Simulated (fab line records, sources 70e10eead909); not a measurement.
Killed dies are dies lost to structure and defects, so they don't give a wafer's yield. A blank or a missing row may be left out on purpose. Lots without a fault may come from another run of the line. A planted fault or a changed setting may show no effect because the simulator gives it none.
fab line records | flow nand_harc
record lots=24 wafers=72 last_day=24
route steps=1159 shown P_GATE@207 P_CONTACT@233 P_M0@265
lots that met no fault: from a run of the same line without faults
start_h: hours from the record's first day to the start of the lot's first wafer shown | wait_h: hours since the lot's step before | " the same as in the row above | L1.1+2: a row that stands for several wafers | - no value, or no start given | * or withheld: withheld | < > ~ a bound
route shown NAME@n: a module of which the file shows steps, and the number in the route of the first | usual: mean/standard deviation of fault-free wafers | same: alike in all rows | chamber/n: place in a boat | sites: the reading at each site | _std_site: their standard deviation | _edge_site: outer sites' mean less inner sites' | radius_mm: how far each site lies from the wafer's centre | mask NAME#n: copy n | behind: the tool/chamber that last shaped the wafer | hold: why the lot was held/for how many hours/how that ended | device: the transistor (n, p or np) that didn't switch | end of line: the same wafers' tests at the end of the route | a step without rows: its recipe alone | killed: dies lost to structure and defects at the first sort, not the wafer's yield | map: a wafer's dies, x killed, . not, _ none there
set.NAME: the setting as run; set.NAME@STEP: as run at that earlier step | model.NAME: the simulator's own value behind a step, which no gauge read
steps of the route over a sample of lots; a table a step, a row a wafer
services: from which hour (start_h, from the record's first day; less than 0 if before it) a tool's chamber was out of use, for how many hours, and why
## steps
# step NHARC_P_GATE_RTA_64
# recipe temp_c=1050 time_s=1
# usual lamp_power_pct=37.80/0.14 lamp_zone_2_pct=37.80/0.13 lamp_zone_7_pct=38.27/0.14 wafer_temp_C_max=1054.9/1.1
# same time_s=1
# columns lot.wafer tool chamber start_h wait_h lamp_power_pct lamp_zone_2_pct lamp_zone_7_pct wafer_temp_C_max
L075.1 rtp_anneal-02 0 104.49 - 38.00 38.00 38.44 1054.2
L075.3 " 0 " " 38.03 37.98 38.45 1055.3
L075.4 " 0 " " 38.00 37.90 38.43 1054.7
L074.1 rtp_anneal-01 0 106.37 - 37.68 37.69 38.18 1056.7
L074.5 " 0 " " 37.68 37.71 38.13 1054.8
L074.6 " 0 " " 37.64 37.68 38.19 1055.0
L077.1 rtp_anneal-01 0 118.95 - 37.72 37.74 38.14 1055.5
L077.5 " 0 " " 37.68 37.67 38.20 1056.7
L077.6 " 0 " " 37.66 37.73 38.18 1055.3
L076.2 rtp_anneal-02 0 120.16 - 37.85 37.96 38.38 1054.1
L076.4 " 0 " " 37.96 37.97 38.38 1053.9
L076.5 " 0 " " 37.96 37.91 38.38 1053.9
L078.3 rtp_anneal-02 0 127.95 - 37.95 37.98 38.48 1055.2
L078.4 " 0 " " 38.00 37.94 38.47 1053.7
L078.6 " 0 " " 37.89 37.98 38.51 1053.5
L079.1 rtp_anneal-02 0 144.99 - 37.78 37.82 38.26 1052.5
L079.2 " 0 " " 37.83 37.78 38.32 1056.7
L079.3 " 0 " " 37.88 37.82 38.40 1054.9
L080.2 rtp_anneal-01 0 147.07 - 37.63 37.67 38.09 1054.8
L080.5 " 0 " " 37.69 37.67 38.12 1055.9
L080.6 " 0 " " 37.60 37.67 38.20 1056.2
L082.1 rtp_anneal-01 0 157.88 - 37.69 37.71 38.21 1055.8
L082.3 " 0 " " 37.75 37.64 38.16 1055.4
L082.5 " 0 " " 37.69 37.72 38.17 1054.9
L081.3 rtp_anneal-01 0 160.55 - 37.69 37.67 38.25 1054.2
L081.4 " 0 " " 37.64 37.65 38.19 1057.1
L081.5 " 0 " " 37.76 37.75 38.19 1054.3
L083.2 rtp_anneal-02 0 163.09 - 37.90 37.92 38.43 1053.4
L083.3 " 0 " " 37.93 37.92 38.42 1052.7
L083.6 " 0 " " 37.91 37.92 38.45 1053.4
L084.3 rtp_anneal-01 0 173.15 - 37.73 37.71 38.19 1054.9
L084.4 " 0 " " 37.66 37.68 38.16 1055.6
L084.6 " 0 " " 37.70 37.69 38.21 1055.2
L085.3 rtp_anneal-01 0 185.61 - 37.62 37.63 38.05 1053.7
L085.5 " 0 " " 37.53 37.60 38.04 1055.7
L085.6 " 0 " " 37.62 37.62 38.09 1057.4
L086.1 rtp_anneal-01 0 186.60 - 37.61 37.69 38.14 1053.9
L086.3 " 0 " " 37.62 37.73 38.17 1056.8
L086.6 " 0 " " 37.69 37.76 38.16 1055.5
L087.3 rtp_anneal-01 0 187.74 - 37.70 37.67 38.24 1056.5
L087.5 " 0 " " 37.68 37.62 38.14 1055.4
L087.6 " 0 " " 37.69 37.66 38.15 1055.0
L088.1 rtp_anneal-02 0 192.71 - 37.97 37.93 38.48 1054.6
L088.3 " 0 " " 38.00 37.95 38.43 1054.3
L088.4 " 0 " " 37.95 37.97 38.43 1055.1
L089.1 rtp_anneal-01 0 202.00 - 37.68 37.71 38.11 1056.8
L089.4 " 0 " " 37.65 37.61 38.16 1055.7
L089.5 " 0 " " 37.71 37.67 38.17 1054.7
L090.2 rtp_anneal-01 0 206.83 - 37.65 37.72 38.19 1055.9
L090.4 " 0 " " 37.72 37.66 38.18 1058.9
L090.6 " 0 " " 37.74 37.73 38.13 1055.4
L091.2 rtp_anneal-02 0 207.80 - 37.96 37.85 38.49 1053.1
L091.4 " 0 " " 37.91 37.90 38.35 1054.5
L091.6 " 0 " " 37.85 37.91 38.34 1055.5
L092.2 rtp_anneal-02 0 216.07 - 37.94 37.99 38.39 1054.6
L092.3 " 0 " " 37.94 37.91 38.32 1053.6
L092.5 " 0 " " 37.90 37.89 38.38 1054.0
L093.1 rtp_anneal-02 0 217.27 - 37.97 37.93 38.44 1056.2
L093.2 " 0 " " 38.05 37.93 38.51 1053.6
L093.6 " 0 " " 37.98 37.96 38.38 1054.2
L095.2 rtp_anneal-02 0 229.74 - 37.95 38.00 38.58 1055.8
L095.3 " 0 " " 37.92 38.01 38.38 1057.0
L095.6 " 0 " " 37.99 37.97 38.44 1055.9
L094.4 rtp_anneal-01 0 231.38 - 37.70 37.76 38.20 1056.4
L094.5 " 0 " " 37.74 37.67 38.11 1054.8
L094.6 " 0 " " 37.65 37.74 38.20 1055.1
L097.3 rtp_anneal-02 0 243.20 - 37.92 37.98 38.46 1054.6
L097.4 " 0 " " 38.00 37.99 38.43 1053.7
L097.5 " 0 " " 38.00 37.94 38.42 1054.8
L096.2 rtp_anneal-01 0 245.62 - 37.66 37.73 38.18 1054.7
L096.5 " 0 " " 37.72 37.68 38.16 1056.4
L096.6 " 0 " " 37.74 37.66 38.15 1053.1
# step NHARC_P_CONTACT_OVL_MEAS_13
# usual overlay_x_nm=0.0/0.9 overlay_y_nm=0.2/0.61
# columns lot.wafer tool chamber start_h wait_h overlay_x_nm overlay_y_nm
L075.1 overlay-02 - 107.31 - 0.0 0.2
L075.3 " - " " -0.6 0.7
L075.4 " - " " -0.3 -0.2
L074.1 overlay-02 - 109.21 - 0.6 0.3
L074.5 " - " " 0.4 0.8
L074.6 " - " " 0.6 0.5
L077.1 overlay-02 - 121.81 - -0.5 0.3
L077.5 " - " " -0.5 0.9
L077.6 " - " " -0.5 0.6
L076.2 overlay-01 - 123.08 - -0.7 -0.2
L076.4 " - " " -0.3 0.4
L076.5 " - " " -0.8 0.4
L078.3 overlay-02 - 130.84 - -0.2 0.7
L078.4 " - " " -0.2 1.6
L078.6 " - " " -0.7 1.1
L079.1 overlay-02 - 148.02 - 1.9 0.9
L079.2 " - " " 0.8 -0.1
L079.3 " - " " 1.5 0.4
L080.2 overlay-02 - 149.91 - -0.4 -0.1
L080.5 " - " " -0.7 1.1
L080.6 " - " " -0.6 0.5
L082.1 overlay-02 - 161.13 - -1.1 -0.5
L082.3 " - " " -1.5 -0.3
L082.5 " - " " -0.9 -0.4
L081.3 overlay-02 - 163.45 - 0.4 0.3
L081.4 " - " " 0.2 1.0
L081.5 " - " " 0.5 0.5
L083.2 overlay-01 - 166.45 - 1.3 -0.4
L083.3 " - " " 1.8 -0.4
L083.6 " - " " 1.3 -0.2
L084.3 overlay-02 - 175.94 - 0.5 -0.5
L084.4 " - " " 0.7 -0.3
L084.6 " - " " 1.1 -0.4
L085.3 overlay-01 - 188.85 - -0.3 -0.3
L085.5 " - " " 0.5 -0.2
L085.6 " - " " -0.2 0.5
L086.1 overlay-02 - 189.74 - 0.2 -1.3
L086.3 " - " " 0.0 -1.1
L086.6 " - " " 0.0 -0.9
L087.3 overlay-02 - 190.91 - 1.1 0.9
L087.5 " - " " 1.3 0.3
L087.6 " - " " 1.8 0.3
L088.1 overlay-01 - 195.92 - 0.5 0.3
L088.3 " - " " 1.1 -0.5
L088.4 " - " " 1.3 -0.2
L089.1 overlay-02 - 204.93 - -1.4 0.8
L089.4 " - " " -1.3 0.8
L089.5 " - " " -1.1 0.6
L090.2 overlay-02 - 209.65 - 0.3 1.2
L090.4 " - " " 0.5 1.0
L090.6 " - " " 0.3 1.1
L091.2 overlay-01 - 210.70 - -0.2 0.3
L091.4 " - " " -0.5 0.3
L091.6 " - " " 0.0 0.6
L092.2 overlay-02 - 218.87 - -0.7 -0.6
L092.3 " - " " -1.1 -0.2
L092.5 " - " " -0.7 -0.2
L093.1 overlay-02 - 220.47 - 1.3 -0.7
L093.2 " - " " 1.2 -1.5
L093.6 " - " " 1.2 -0.8
L095.2 overlay-01 - 232.82 - -0.3 0.2
L095.3 " - " " -0.4 0.2
L095.6 " - " " -0.3 0.6
L094.4 overlay-01 - 234.13 - -1.3 0.0
L094.5 " - " " -1.1 -0.4
L094.6 " - " " -2.1 0.0
L097.3 overlay-02 - 246.16 - -0.5 -0.2
L097.4 " - " " -0.2 -0.1
L097.5 " - " " -0.6 0.6
L096.2 overlay-01 - 248.80 - 0.1 0.3
L096.5 " - " " 0.1 0.2
L096.6 " - " " 0.2 0.2
# step NHARC_P_CONTACT_DESCUM_17
# recipe time_s=3 o2_flow_sccm=200 ar_flow_sccm=0 bias_power_w=0 chemistry=O2
# usual chamber_pressure_mTorr=59.99/0.053 drypump_motor_current_A=5.7/0.51 o2_flow_sccm=200.1/0.57 oes_product_au=0.997/0.011 rf_vpp_V=57.9/0.97 showerhead_plenum_p_Torr=1.91/0.1 throttle_valve_pct=11.312/0.01
# same time_s=3
# columns lot.wafer tool chamber start_h wait_h chamber_pressure_mTorr drypump_motor_current_A o2_flow_sccm oes_product_au rf_hours_counter_h rf_vpp_V showerhead_plenum_p_Torr throttle_valve_pct
L075.3 rie_diel-06 0 107.42 0.1 59.96 4.9 199.7 1.001 2 59.0 2.05 11.318
L075.1 " 2 " " 59.91 5.9 199.3 1.002 3 59.1 2.04 11.319
L075.4 " 3 " " 60.07 5.1 201.0 1.007 - 59.1 1.89 11.323
L074.1 rie_diel-02 1 109.32 0.1 60.03 6.3 200.1 0.989 47 59.0 1.84 11.307
L074.6 " 3 " " 59.95 5.2 199.8 1.010 - 59.1 1.82 11.292
L074.5 " 0 " " 59.93 6.2 200.4 0.994 - 57.5 1.80 11.328
L077.1 rie_diel-08 2 121.91 0.1 60.04 6.1 199.7 1.003 17 58.5 2.03 11.313
L077.5 " 2 " " 59.95 6.1 199.8 1.007 - 57.2 2.03 11.292
L077.6 " 1 " " 59.96 5.4 199.7 1.005 - 56.7 1.82 11.314
L076.2 rie_diel-06 1 123.18 0.1 59.98 6.6 199.7 0.991 1 56.7 1.80 11.322
L076.4 " 2 " " 60.01 6.0 200.5 1.007 4 58.3 2.04 11.301
L076.5 " 1 " " 60.10 6.6 199.5 0.984 - 58.2 1.80 11.333
L078.3 rie_diel-06 1 130.95 0.1 60.01 6.6 199.8 0.978 1 55.9 1.80 11.313
L078.4 " 2 " " 60.07 5.9 199.8 1.007 5 58.8 2.04 11.299
L078.6 " 0 " " 60.05 4.9 199.8 0.997 - 59.7 2.04 11.321
L079.1 rie_diel-06 2 148.12 0.1 59.91 6.0 199.4 1.007 6 59.4 2.04 11.294
L079.2 " 3 " " 59.93 5.1 199.4 1.005 6 58.8 1.89 11.299
L079.3 " 0 " " 60.04 4.9 200.8 1.002 6 60.4 2.04 11.299
L080.2 rie_diel-08 2 150.03 0.1 59.99 6.1 200.1 1.002 2 57.8 2.02 11.314
L080.5 " 3 " " 60.00 5.7 200.5 0.998 - 58.1 1.95 11.295
L080.6 " 0 " " 60.02 5.5 200.2 1.005 - 59.6 1.84 11.316
L082.3 rie_diel-06 2 161.24 0.1 59.97 5.9 200.5 1.011 8 59.5 2.04 11.306
L082.1 " 3 " " 60.06 5.1 200.1 0.998 8 57.6 1.89 11.305
L082.5 " 1 " " 59.97 6.6 200.4 0.987 - 57.6 1.80 11.307
L081.4 rie_diel-08 2 163.55 0.1 59.96 6.2 199.6 1.003 3 57.7 2.02 11.314
L081.3 " 1 " " 59.99 5.4 200.4 0.979 3 56.9 1.82 11.326
L081.5 " 2 " " 59.99 6.1 199.4 1.007 - 56.9 2.02 11.316
L083.3 rie_diel-08 2 166.55 0.1 59.95 6.1 200.2 1.006 4 57.4 2.02 11.318
L083.2 " 0 " " 60.04 5.5 199.6 0.999 4 57.0 1.84 11.322
L083.6 " 1 " " 60.13 5.4 200.9 0.979 - 56.1 1.81 11.303
L084.4 rie_diel-06 1 176.05 0.1 60.06 6.6 199.9 0.982 3 57.0 1.80 11.312
L084.3 " 3 " " 60.08 5.1 200.0 1.000 8 57.9 1.89 11.320
L084.6 " 1 " " 59.92 6.6 200.1 0.977 - 59.1 1.80 11.306
L085.3 rie_diel-08 2 188.96 0.1 59.94 6.1 200.9 1.007 6 59.1 2.02 11.325
L085.6 " 1 " " 60.04 5.4 200.7 0.987 - 58.6 1.81 11.321
L085.5 " 2 " " 60.03 6.1 199.8 1.010 - 58.6 2.02 11.309
L086.1 rie_diel-06 3 189.84 0.1 60.05 5.1 200.6 0.991 9 57.0 1.89 11.319
L086.3 " 1 " " 60.01 6.6 200.5 0.990 4 56.3 1.80 11.321
L086.6 " 3 " " 59.96 5.1 200.1 1.005 - 57.2 1.89 11.302
L087.3 rie_diel-02 3 191.03 0.1 60.03 5.2 200.8 1.012 12 56.8 1.81 11.318
L087.6 " 0 " " 59.98 6.2 199.8 1.005 - 58.1 1.79 11.325
L087.5 " 1 " " 60.01 6.3 199.6 0.991 - 56.8 1.84 11.320
L088.1 rie_diel-06 1 196.02 0.1 60.02 6.6 199.1 0.980 5 56.7 1.80 11.333
L088.3 " 3 " " 59.97 5.1 200.2 1.002 10 57.6 1.89 11.312
L088.4 " 0 " " 59.98 4.9 200.4 1.001 10 58.3 2.04 11.310
L089.4 rie_diel-08 3 205.04 0.1 60.05 5.7 200.0 0.999 7 58.6 1.95 11.306
L089.1 " 0 " " 60.09 5.6 199.8 1.001 7 57.6 1.84 11.314
L089.5 " 3 " " 59.90 5.7 199.7 1.002 - 56.8 1.95 11.298
L090.2 rie_diel-06 1 209.76 0.1 59.99 6.6 200.8 0.974 7 57.8 1.80 11.317
L090.4 " 3 " " 60.02 5.1 200.7 1.001 11 57.0 1.89 11.313
L090.6 " 1 " " 60.09 6.6 200.0 0.981 - 58.0 1.80 11.312
L091.2 rie_diel-02 0 210.80 0.1 59.97 6.2 199.4 0.998 19 57.8 1.79 11.317
L091.4 " 0 " " 60.11 6.2 199.5 1.000 - 57.9 1.79 11.319
L091.6 " 2 " " 59.97 5.8 200.8 0.984 - 58.2 1.77 11.323
L092.2 rie_diel-08 3 218.96 0.1 60.08 5.7 198.9 0.999 9 57.6 1.95 11.324
L092.3 " 1 " " 59.94 5.4 200.1 0.965 9 58.0 1.81 11.322
L092.5 " 3 " " 60.04 5.7 199.2 0.991 - 56.2 1.95 11.309
L093.2 rie_diel-06 3 220.56 0.1 59.96 5.1 199.8 0.997 13 58.8 1.89 11.318
L093.1 " 2 " " 59.98 6.0 199.6 1.000 13 59.1 2.04 11.301
L093.6 " 0 " " 60.03 4.9 200.0 1.001 - 58.6 2.04 11.301
L095.2 rie_diel-08 0 232.91 0.1 59.94 5.5 200.0 0.996 10 57.4 1.84 11.317
L095.3 " 3 " " 59.94 5.7 200.4 1.004 11 57.1 1.95 11.326
L095.6 " 1 " " 60.02 5.4 199.9 0.974 - 56.7 1.81 11.298
L094.4 rie_diel-08 0 234.28 0.1 59.93 5.5 199.2 0.993 11 57.5 1.84 11.301
L094.6 " 3 " " 59.96 5.7 198.8 1.006 - 58.3 1.95 11.330
L094.5 " 0 " " 59.90 5.5 199.2 1.000 - 56.9 1.84 11.299
L097.4 rie_diel-02 2 246.26 0.1 59.92 5.8 200.5 0.984 32 56.9 1.77 11.310
L097.3 " 3 " " 60.08 5.2 200.5 0.999 31 58.3 1.80 11.313
L097.5 " 2 " " 60.02 5.8 200.8 0.970 - 59.3 1.77 11.309
L096.2 rie_diel-08 1 248.91 0.1 59.98 5.4 200.4 0.969 14 57.4 1.81 11.313
L096.5 " 3 " " 59.95 5.7 198.7 1.015 - 58.1 1.95 11.303
L096.6 " 0 " " 60.04 5.5 198.6 0.993 - 57.2 1.84 11.298
# step NHARC_P_M0_INSPECT_11
# usual raw_defect_count=3.5/2
# columns lot.wafer tool chamber start_h wait_h raw_defect_count
L075.1 defect_inspect-02 - 111.72 0.0 6
L075.3 " - " " 9
L075.4 " - " " 4
L074.1 defect_inspect-01 - 122.67 0.0 3
L074.5 " - " " 8
L074.6 " - " " 4
L077.1 defect_inspect-02 - 134.27 0.0 2
L077.5 " - " " 1
L077.6 " - " " 5
L076.2 defect_inspect-02 - 134.85 0.0 2
L076.4 " - " " 3
L076.5 " - " " 4
L078.3 defect_inspect-01 - 139.25 0.0 2
L078.4 " - " " 5
L078.6 " - " " 2
L079.1 defect_inspect-02 - 152.42 0.0 4
L079.2 " - " " 3
L079.3 " - " " 4
L080.2 defect_inspect-02 - 154.14 0.0 5
L080.5 " - " " 6
L080.6 " - " " 5
L082.1 defect_inspect-01 - 165.38 0.0 9
L082.3 " - " " 1
L082.5 " - " " 4
L081.3 defect_inspect-02 - 170.36 0.0 3
L081.4 " - " " 2
L081.5 " - " " 2
L083.2 defect_inspect-01 - 170.53 0.0 1
L083.3 " - " " 4
L083.6 " - " " 1
L084.3 defect_inspect-02 - 181.03 0.0 5
L084.4 " - " " 4
L084.6 " - " " 3
L085.3 defect_inspect-02 - 193.72 0.0 7
L085.5 " - " " 2
L085.6 " - " " 4
L086.1 defect_inspect-02 - 193.98 0.0 4
L086.3 " - " " 2
L086.6 " - " " 3
L087.3 defect_inspect-01 - 195.15 0.0 8
L087.5 " - " " 2
L087.6 " - " " 4
L088.1 defect_inspect-01 - 208.70 0.1 8
L088.3 " - " " 2
L088.4 " - " " 3
L089.1 defect_inspect-02 - 210.01 0.0 1
L089.4 " - " " 5
L089.5 " - " " 3
L090.2 defect_inspect-01 - 216.13 0.0 4
L090.4 " - " " 3
L090.6 " - " " 3
L091.2 defect_inspect-01 - 216.29 0.0 3
L091.4 " - " " 1
L091.6 " - " " 5
L092.2 defect_inspect-02 - 223.37 0.0 2
L092.3 " - " " 0
L092.5 " - " " 1
L093.1 defect_inspect-01 - 227.44 0.0 2
L093.2 " - " " 1
L093.6 " - " " 4
L095.2 defect_inspect-01 - 239.52 0.0 5
L095.3 " - " " 7
L095.6 " - " " 7
L094.4 defect_inspect-01 - 240.04 0.0 3
L094.5 " - " " 4
L094.6 " - " " 3
L097.3 defect_inspect-02 - 250.93 0.0 0
L097.4 " - " " 2
L097.5 " - " " 2
L096.2 defect_inspect-02 - 253.56 0.0 3
L096.5 " - " " 1
L096.6 " - " " 3
# step NHARC_P_M0_STRIP_18
# recipe power_w=1000 n2_flow_sccm=150 h2_flow_sccm=150 ar_flow_sccm=0 bias_w=0 chemistry=N2/H2
# usual chamber_pressure_mTorr=29.997/0.028 drypump_motor_current_A=5.9/0.59 oes_product_au=1.001/0.017 rf_vpp_V=90.7/1 showerhead_plenum_p_Torr=2.04/0.097 throttle_valve_pct=14.171/0.0089
# columns lot.wafer tool chamber start_h wait_h chamber_pressure_mTorr drypump_motor_current_A oes_product_au rf_hours_counter_h rf_vpp_V showerhead_plenum_p_Torr throttle_valve_pct
L075.1 rie_diel-07 0 112.18 0.1 29.943 6.4 1.015 4 91.7 2.14 14.165
L075.4 " 1 " " 30.032 5.1 1.014 4 91.3 2.18 14.182
L075.3 " 2 " " 30.003 6.7 1.007 4 91.4 1.99 14.173
L074.1 rie_diel-07 1 123.17 0.1 29.994 5.1 1.017 4 92.7 2.18 14.164
L074.6 " 1 " " 30.008 5.1 1.023 - 92.5 2.18 14.180
L074.5 " 3 " " 29.967 6.1 0.980 - 92.0 1.96 14.182
L077.1 rie_diel-07 3 134.77 0.1 30.017 6.1 0.976 5 90.1 1.96 14.159
L077.6 " 1 " " 30.018 5.1 1.022 - 91.8 2.18 14.171
L077.5 " 2 " " 29.910 6.7 1.010 - 90.3 1.99 14.175
L076.4 rie_diel-07 3 135.33 0.1 29.992 6.1 0.973 5 90.5 1.96 14.165
L076.2 " 0 " " 29.980 6.4 0.996 5 90.7 2.14 14.172
L076.5 " 1 " " 30.004 5.1 1.012 - 90.3 2.18 14.176
L078.4 rie_diel-05 3 139.69 0.1 29.971 5.6 0.979 9 89.6 2.01 14.174
L078.3 " 0 " " 29.976 6.0 1.000 9 90.6 1.92 14.170
L078.6 " 3 " " 29.945 5.6 0.976 - 91.6 2.01 14.181
L079.2 rie_diel-05 2 152.85 0.1 29.929 5.0 0.990 10 90.0 1.97 14.180
L079.3 " 0 " " 30.029 6.0 1.003 11 89.4 1.92 14.157
L079.1 " 1 " " 29.994 5.7 1.002 11 89.7 1.94 14.185
L080.2 rie_diel-10 1 154.62 0.1 29.918 5.2 1.024 10 91.4 2.09 14.180
L080.6 " 3 " " 30.035 5.7 0.992 - 90.6 2.11 14.178
L080.5 " 0 " " 30.009 6.6 1.027 - 90.2 1.91 14.159
L082.3 rie_diel-07 0 165.82 0.1 30.029 6.4 1.021 8 90.1 2.14 14.159
L082.1 " 3 " " 29.979 6.1 0.993 7 91.7 1.96 14.167
L082.5 " 0 " " 30.025 6.4 1.015 - 91.7 2.14 14.179
L081.3 rie_diel-10 1 170.87 0.1 29.974 5.2 1.011 11 90.7 2.09 14.171
L081.4 " 3 " " 29.970 5.7 0.991 11 91.0 2.11 14.178
L081.5 " 1 " " 29.984 5.2 1.013 - 91.0 2.09 14.172
L083.2 rie_diel-10 0 171.20 0.1 30.034 6.6 1.024 12 89.2 1.91 14.175
L083.3 " 3 " " 30.054 5.7 0.997 11 91.0 2.11 14.168
L083.6 " 0 " " 29.984 6.6 1.015 - 89.5 1.91 14.178
L084.3 rie_diel-05 0 181.47 0.1 30.014 5.9 1.007 0 89.9 1.92 14.183
L084.4 " 1 " " 30.003 5.7 0.986 0 90.8 1.94 14.175
L084.6 " 0 " " 29.988 6.0 1.003 - 90.6 1.92 14.172
L085.3 rie_diel-05 0 194.18 0.1 29.963 6.0 1.014 1 89.1 1.92 14.160
L085.6 " 3 " " 30.010 5.6 0.962 - 90.1 2.01 14.165
L085.5 " 0 " " 29.949 6.0 1.008 - 90.3 1.92 14.171
L086.3 rie_diel-10 1 194.42 0.1 30.065 5.2 0.988 0 90.8 2.09 14.178
L086.1 " 3 " " 29.994 5.7 0.983 0 90.4 2.11 14.178
L086.6 " 1 " " 29.969 5.2 0.990 - 88.5 2.09 14.173
L087.3 rie_diel-10 3 195.64 0.1 29.983 5.7 0.979 0 91.9 2.11 14.174
L087.6 " 1 " " 29.988 5.2 0.999 - 90.7 2.09 14.186
L087.5 " 2 " " 29.985 6.3 1.008 - 92.8 2.18 14.178
L088.1 rie_diel-10 1 209.21 0.1 29.993 5.2 0.997 1 90.7 2.09 14.177
L088.4 " 2 " " 30.018 6.3 1.009 1 91.6 2.18 14.171
L088.3 " 3 " " 30.046 5.7 0.998 1 91.1 2.11 14.171
L089.4 rie_diel-07 0 210.44 0.1 30.039 6.4 1.012 10 91.4 2.14 14.164
L089.1 " 2 " " 29.996 6.7 1.010 9 90.8 1.99 14.177
L089.5 " 1 " " 29.995 5.1 1.014 - 91.4 2.18 14.183
L090.4 rie_diel-07 2 216.57 0.1 29.956 6.7 1.018 9 88.8 1.99 14.169
L090.2 " 3 " " 30.032 6.1 0.990 10 90.3 1.95 14.172
L090.6 " 2 " " 29.981 6.7 1.008 - 89.3 1.99 14.165
L091.4 rie_diel-10 1 216.75 0.1 30.033 5.2 0.989 2 89.5 2.09 14.170
L091.2 " 3 " " 30.024 5.7 0.992 1 91.0 2.11 14.151
L091.6 " 1 " " 30.004 5.2 1.000 - 91.2 2.09 14.167
L092.3 rie_diel-07 2 223.81 0.1 29.985 6.7 1.014 10 89.8 1.99 14.170
L092.2 " 0 " " 30.017 6.3 1.006 12 92.5 2.14 14.184
L092.5 " 3 " " 30.031 6.1 0.976 - 90.9 1.95 14.176
L093.2 rie_diel-07 0 227.90 0.1 29.948 6.4 1.017 12 91.2 2.14 14.164
L093.1 " 2 " " 30.000 6.7 1.017 10 89.2 1.99 14.168
L093.6 " 3 " " 29.993 6.1 0.984 - 89.2 1.95 14.173
L095.3 rie_diel-05 3 239.95 0.1 30.003 5.6 0.955 5 91.7 2.01 14.168
L095.2 " 2 " " 30.042 5.0 0.988 6 88.5 1.97 14.187
L095.6 " 0 " " 30.000 6.0 1.009 - 91.3 1.91 14.166
L094.4 rie_diel-05 2 240.51 0.1 30.030 4.9 0.982 6 89.3 1.97 14.159
L094.5 " 1 " " 29.957 5.7 0.994 - 89.7 1.94 14.172
L094.6 " 2 " " 29.973 5.0 0.989 - 90.4 1.97 14.176
L097.3 rie_diel-07 1 251.36 0.1 29.982 5.1 1.026 1 92.7 2.18 14.152
L097.4 " 0 " " 30.026 6.4 1.024 1 91.1 2.14 14.178
L097.5 " 2 " " 30.019 6.7 1.000 - 90.5 1.99 14.184
L096.2 rie_diel-05 2 253.99 0.1 30.004 4.9 0.993 8 89.8 1.97 14.185
L096.6 " 2 " " 30.022 4.9 0.991 - 91.1 1.97 14.178
L096.5 " 3 " " 29.990 5.6 0.976 - 91.4 2.01 14.160
# step NHARC_P_M0_PVD_21
# recipe target_thk_a=300 chamber_pressure_pa=5 power_w=5000 substrate_temp_c=30 time_s=20.49 material=Cu
# usual throttle_valve_pct=30.5/0.73
# same time_s=20.49
# columns lot.wafer tool chamber start_h wait_h throttle_valve_pct
L075.1 pvd_sputter-03 - - - 30.4
L075.3 " - " " 29.8
L075.4 " - " " 29.5
L074.1 pvd_sputter-01 - - - 30.7
L074.6 " - " " 31.0
L074.5 " - " " 30.8
L077.1 pvd_sputter-02 - - - 29.6
L077.5 " - " " 30.7
L077.6 " - " " 30.5
L076.2 pvd_sputter-01 - - - 31.6
L076.4 " - " " 30.6
L076.5 " - " " 30.4
L078.3 pvd_sputter-03 - - - 30.3
L078.4 " - " " 29.7
L078.6 " - " " 30.3
L079.1 pvd_sputter-01 - - - 30.8
L079.3 " - " " 30.7
L079.2 " - " " 30.3
L080.2 pvd_sputter-03 - - - 30.2
L080.6 " - " " 29.6
L080.5 " - " " 30.1
L082.3 pvd_sputter-03 - - - 29.8
L082.1 " - " " 30.2
L082.5 " - " " 29.9
L081.3 pvd_sputter-03 - - - 29.7
L081.4 " - " " 29.7
L081.5 " - " " 30.3
L083.3 pvd_sputter-01 - - - 31.1
L083.2 " - " " 31.0
L083.6 " - " " 32.0
L084.3 pvd_sputter-03 - - - 30.5
L084.4 " - " " 29.8
L084.6 " - " " 29.4
L085.3 pvd_sputter-03 - - - 29.5
L085.5 " - " " 29.6
L085.6 " - " " 30.1
L086.3 pvd_sputter-02 - - - 30.7
L086.1 " - " " 30.3
L086.6 " - " " 29.7
L087.3 pvd_sputter-01 - - - 32.0
L087.5 " - " " 31.1
L087.6 " - " " 31.8
L088.1 pvd_sputter-01 - - - 31.7
L088.4 " - " " 31.2
L088.3 " - " " 31.1
L089.1 pvd_sputter-03 - - - 30.5
L089.4 " - " " 29.7
L089.5 " - " " 30.3
L090.4 pvd_sputter-03 - - - 30.2
L090.2 " - " " 30.2
L090.6 " - " " 29.5
L091.2 pvd_sputter-01 - - - 31.2
L091.4 " - " " 31.7
L091.6 " - " " 31.1
L092.3 pvd_sputter-03 - - - 29.3
L092.2 " - " " 30.4
L092.5 " - " " 29.6
L093.1 pvd_sputter-01 - - - 31.5
L093.2 " - " " 31.3
L093.6 " - " " 31.9
L095.2 pvd_sputter-02 - - - 29.5
L095.3 " - " " 30.8
L095.6 " - " " 29.3
L094.4 pvd_sputter-01 - - - 31.6
L094.5 " - " " 30.9
L094.6 " - " " 31.9
L097.4 pvd_sputter-02 - - - 29.6
L097.3 " - " " 30.8
L097.5 " - " " 30.4
L096.2 pvd_sputter-01 - - - 31.2
L096.5 " - " " 31.3
L096.6 " - " " 31.0
## services
# columns tool chamber start_h hours kind
rie_diel-06 1 86.36 31.0 repair
pvd_sputter-03 - 102.00 10.0 pm
rie_diel-06 - 102.02 1.4 repair
rie_diel-08 0 119.10 6.5 repair
rie_diel-07 2 121.18 7.9 repair
rie_diel-08 - 124.87 9.0 pm
rie_diel-06 1 132.37 16.8 repair
rie_diel-07 1 140.73 2.5 repair
rie_diel-02 - 150.70 9.0 pm
pvd_sputter-01 - 158.00 10.0 pm
rie_diel-06 - 162.28 12.5 repair
rie_diel-05 - 163.62 9.0 pm
rie_diel-10 - 176.64 9.0 pm
rie_diel-10 2 199.19 1.3 repair
rie_diel-05 1 204.46 4.9 repair
rie_diel-02 3 205.93 7.4 repair
pvd_sputter-02 - 214.01 10.0 pm
rie_diel-08 0 220.69 1.5 repair
rie_diel-05 3 221.86 1.8 repair
pvd_sputter-03 - 224.96 7.2 repair
rie_diel-07 - 228.20 9.0 pm
rie_diel-06 - 241.20 9.0 pm
rie_diel-06 2 252.71 5.6 repair
rie_diel-06 0 254.47 1.5 repair
## key
fault none
